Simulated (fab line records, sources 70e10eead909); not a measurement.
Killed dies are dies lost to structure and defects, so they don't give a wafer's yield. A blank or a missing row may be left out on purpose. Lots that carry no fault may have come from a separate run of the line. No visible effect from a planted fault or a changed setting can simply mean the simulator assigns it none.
Matching of chambers -- flow nandHarc -- NHARC_A_CHANNEL_HOLE_D1_DEP_01 on pecvd-01: 3 sister chambers
The step deposits SiON, target thk 140 nm. 18 wafers are shown with their chamber, then 9 later ones without.

## WAFERS WITH THEIR CHAMBER
wafer,chamber,heaterPowerW (W),heaterPowerOuterW (W)
L078.2,0,710,367
L078.3,1,675,378
L078.6,1,666,377
L079.1,0,736,388
L079.2,2,765,454
L079.6,1,620,362
L083.2,0,798,440
L083.4,1,608,347
L083.6,2,750,435
L085.1,0,798,436
L085.4,1,560,298
L085.5,2,738,446
L087.2,2,691,395
L087.3,1,558,309
L087.4,0,735,386
L089.4,2,636,345
L089.5,0,774,420
L089.6,1,617,353

SIGNATURES (means of the wafers above)
reading,chamber 0,chamber 1,chamber 2,scatter within a chamber
heaterPowerW,758.50,614.86,716.00,45
heaterPowerOuterW,406.17,346.29,415.00,35.3
Rule: a wafer lies at a distance from a chamber equal to the root of the sum of squares, over the readings, of (its reading less the chamber's mean, divided by the reading's scatter). The wafer belongs to the nearest chamber; if the next one is less than 2 further off, it can't be placed. The scatter is the square root of a quotient: the sum, over the shown wafers, of each reading's squared deviation from its chamber's mean, divided by wafers minus chambers.

## WAFERS WITH NO CHAMBER GIVEN
wafer,heaterPowerW (W),heaterPowerOuterW (W)
L091.2,669,378
L091.3,784,435
L091.5,725,440
L090.1,714,426
L090.4,724,423
L090.6,739,415
L095.3,669,385
L095.5,664,377
L095.6,684,394

## EACH ONE'S CHAMBER
wafer,from the rows above,in truth
L091.2,can't be placed: 2 or 1 or 0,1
L091.3,can't be placed: 0 or 2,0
L091.5,can't be placed: 2 or 0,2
L090.1,can't be placed: 2 or 0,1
L090.4,can't be placed: 2 or 0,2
L090.6,can't be placed: 0 or 2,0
L095.3,can't be placed: 2 or 1 or 0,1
L095.5,can't be placed: 1 or 2 or 0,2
L095.6,can't be placed: 2 or 0 or 1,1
Correctly placed: 0 of 9. Not placeable from these rows: 9 (in 8, the candidates include the true chamber). Placed wrongly: 0.
